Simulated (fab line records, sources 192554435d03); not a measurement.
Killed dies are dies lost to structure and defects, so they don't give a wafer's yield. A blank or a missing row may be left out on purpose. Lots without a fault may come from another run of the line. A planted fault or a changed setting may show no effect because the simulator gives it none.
Split-lot experiment | flow n5_finfet | 7 lots, 21 wafers read, on a route of 1938 steps

THE SPLIT
At N5_BEOL_M12_SPUTTER_44 (material Ta, target thk 10 nm, time 16.13 s), the setting power_w was moved away from the recipe's 15000 W on 7 of the 21 wafers read, by -16.8% to +5.6%. The other wafers ran this setting at the recipe's value.

The reading is taken at the split's own step.

THE READING
Ta_of_BEOL_M12_SPUTTER_44.thk_nm (the simulator's own value, which no gauge read), in nm, at N5_BEOL_M12_SPUTTER_44 (material Ta, target thk 10 nm, time 16.13 s). The file gives no usual value for it. The 14 wafers here that ran the recipe average 10.0 nm, standard deviation 0.16 nm.

wafer  | tool, chamber at the split | power_w as run, W | against the recipe | Ta_of_BEOL_M12_SPUTTER_44.thk_nm, nm | against lot-mates on the recipe
L076.1 | pvd_sputter-03, -          | 12480             | -16.8%             | 8.4                                  | -1.6
L076.3 | pvd_sputter-03, -          | 12480             | -16.8%             | 8.2                                  | -1.8
L076.5 | pvd_sputter-03, -          | 15000             | recipe             | 10                                   | -
L088.2 | pvd_sputter-02, -          | 15000             | recipe             | 10.2                                 | -
L088.3 | pvd_sputter-02, -          | 15000             | recipe             | 9.8                                  | -
L088.4 | pvd_sputter-02, -          | 15000             | recipe             | 10                                   | -
L089.2 | pvd_sputter-01, -          | 12850             | -14.3%             | 8.4                                  | -1.4
L089.3 | pvd_sputter-01, -          | 12850             | -14.3%             | 8.4                                  | -1.4
L089.4 | pvd_sputter-01, -          | 15000             | recipe             | 9.8                                  | -
L091.1 | pvd_sputter-02, -          | 15000             | recipe             | 10.2                                 | -
L091.4 | pvd_sputter-02, -          | 15000             | recipe             | 10.2                                 | -
L091.6 | pvd_sputter-02, -          | 15000             | recipe             | 9.8                                  | -
L092.1 | pvd_sputter-01, -          | 15000             | recipe             | 10.2                                 | -
L092.6 | pvd_sputter-01, -          | 15000             | recipe             | 10.2                                 | -
L092.3 | pvd_sputter-01, -          | 12520             | -16.5%             | 8.4                                  | -1.8
L095.1 | pvd_sputter-03, -          | 15000             | recipe             | 10                                   | -
L095.4 | pvd_sputter-03, -          | 15000             | recipe             | 10                                   | -
L095.6 | pvd_sputter-03, -          | 15000             | recipe             | 10                                   | -
L096.1 | pvd_sputter-02, -          | 15840             | +5.6%              | 10.6                                 | +0.8
L096.3 | pvd_sputter-02, -          | 15840             | +5.6%              | 10.6                                 | +0.8
L096.4 | pvd_sputter-02, -          | 15000             | recipe             | 9.8                                  | -

THE FIT
A straight line over all 21 wafers: Ta_of_BEOL_M12_SPUTTER_44.thk_nm changes by +0.104 nm for each +1% of power_w; r = +0.98; the points scatter about the line by 0.15 nm.
The same after taking each lot's own level away (the mean of its wafers on the recipe; 21 wafers): +0.105 nm for each +1%; r = +0.99; scatter 0.13 nm.
On that fit, the largest move of power_w shifts the reading by 1.8 nm.
The lots' own levels span 9.80 to 10.20 nm, that is 2.5 times the standard deviation above.
So the lot-to-lot level changes the slope little: the two slopes agree.
Check: with one of the wafers moved furthest among these (-16.8%) left out of the fit, the line predicts -1.78 nm for it against its lot-mates. It came out at -1.6 nm against them.

OTHER SPLITS ON THESE WAFERS
These wafers also went through other splits before the reading. Each is held against what the fit with the lots' levels taken away leaves over:
other split on the same wafers    | wafers away from the commonest value | r with Ta_of_BEOL_M12_SPUTTER_44.thk_nm (lot level and that fit taken away)
N5_BEOL_M9_EXPOSE_08 dose_mj      | 9                                    | -0.25
N5_BEOL_M10_ETCH_62 time_s        | 8                                    | -0.32
N5_BEOL_M11_TRENCH_ETCH_37 time_s | 7                                    | -0.43
N5_BEOL_M11_ALD_74 ald_cycles     | 7                                    | +0.03

THE FILE'S OWN FIT
Ta_of_BEOL_M12_SPUTTER_44.thk_nm changes by +0.105 nm for each +1% of power_w, r = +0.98.
